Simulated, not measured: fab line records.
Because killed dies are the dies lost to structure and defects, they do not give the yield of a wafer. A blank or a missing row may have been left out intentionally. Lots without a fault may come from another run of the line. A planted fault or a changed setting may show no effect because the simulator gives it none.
Struck lot and sound lot, side by side	flow n5Finfet	17 out of 1938 route steps
Sound: wafers L425.1, L425.2, L425.5. Wafers struck: L439.4, L439.5. The cause comes at the end.
Each step with rows lists, per side, the tool, then ch with its chambers, then its first start. Under that, the readings that differ: sound wafers	struck wafers	difference of the means	sigmas: that difference in standard deviations of wafers without a fault.
alike: words and numbers the same on both sides, and readings whose means are apart by under 2 such deviations; not compared: readings that were withheld, readings missing a value for some wafer, numbers with overlapping values and no deviation given by the record, and bounds like >300 which may hide the same value.
The two part at a step that has a row with sigmas, a row that says differs or no value, or rows on one side only. When numbers do not overlap yet have no deviation, they are printed without sigmas and do not part them. A reading that every wafer of one side lacks parts them only if that side has two wafers or more.

N5_BEOL_M3_ANNEAL_82: time 240 s.
  sound: pvdSputter-01 at day 8 18:50; struck: pvdSputter-02 at day 12 03:17
  alike: heaterPowerW, susceptorTempC
then, 1 step without rows for these wafers: N5_BEOL_M3_SPUTTER_86 (material Cu, target thk 4.5 nm, time 8.29 s).
N5_BEOL_M3_ANNEAL_87: time 240 s.
  sound: pvdSputter-01 at day 8 19:03; struck: pvdSputter-02 at day 12 03:31
  alike: heaterPowerW, susceptorTempC
N5_BEOL_M3_SPUTTER_88: material Cu, target thk 4.5 nm, time 8.29 s.
  sound: pvdSputter-01 at day 8 19:11; struck: pvdSputter-02 at day 12 03:39
  alike: chuckSensorTempC, susceptorTempC, throttleValvePct
then, 1 step without rows for these wafers: N5_BEOL_M3_ANNEAL_89 (time 240 s).
N5_BEOL_M3_SPUTTER_90: material Cu, target thk 4.5 nm, time 8.29 s.
  sound: pvdSputter-01 at day 8 19:25; struck: pvdSputter-02 at day 12 03:52
  alike: chuckSensorTempC, susceptorTempC, throttleValvePct
then, 6 steps without rows for these wafers: N5_BEOL_M3_ANNEAL_91 (time 240 s); N5_BEOL_M3_SPUTTER_92 (material Cu, target thk 4.5 nm, time 8.29 s); N5_BEOL_M3_ANNEAL_93 (time 240 s); N5_BEOL_M3_SPUTTER_94 (material Cu, target thk 4.5 nm, time 8.29 s); N5_BEOL_M3_ANNEAL_95 (time 240 s); N5_BEOL_M3_SPUTTER_96 (material Cu, target thk 4.5 nm, time 8.29 s).
N5_BEOL_M3_ECD_50: material Cu, target thk 300 nm.
  sound on ecdCu-01 ch 0,1, day 8 20:11; struck on ecdCu-01 ch 1, day 12 04:40
reading	sound	struck	difference	sigmas
model.Cu_of_BEOL_M3_ECD_50.thkNm (nm)	298.4 297 300.6	404.8 408	+107.7	
N5_BEOL_M3_ANNEAL_51: time 90 s.
  sound on rtpAnneal-02 ch 0, day 8 20:16; struck on rtpAnneal-01 ch 0, day 12 04:52
  alike: wafer_temp_C_max
N5_BEOL_M3_CMP_52: polishes, stops on SiOC, t overpolish 6.8 s, target thk 40 nm.
  sound on cmp-03 ch 0,1,3, day 8 20:38; struck on cmp-03 ch 0,1, day 12 05:01
reading	sound	struck	difference	sigmas
timeToEndpointS (s)	63.6 64.0 63.4	86.6 90.8	+25.0	+10
  alike: motorCurrentA
N5_BEOL_M3_THK_MEAS_53: measures by xrf.
  sound: filmMetro-02 at day 8 20:51; struck: filmMetro-01 at day 12 05:19
  alike: M3_THK
N5_BEOL_M4_RC_MEAS_101:
  sound on prober-01 ch 0, day 9 14:10; struck on prober-02 ch 0, day 12 21:15
  alike: DIBL_N, DIBL_P, IOFF_N, IOFF_P, ION_N, ION_P, SS_N, SS_P, VT_N, VT_P

WHERE THEY PART
Only at N5_BEOL_M3_CMP_52, as far as this record shows. Later steps at which nothing parts them and some readings are alike: N5_BEOL_M3_THK_MEAS_53, N5_BEOL_M4_RC_MEAS_101.

WHY: the cause the simulator had injected
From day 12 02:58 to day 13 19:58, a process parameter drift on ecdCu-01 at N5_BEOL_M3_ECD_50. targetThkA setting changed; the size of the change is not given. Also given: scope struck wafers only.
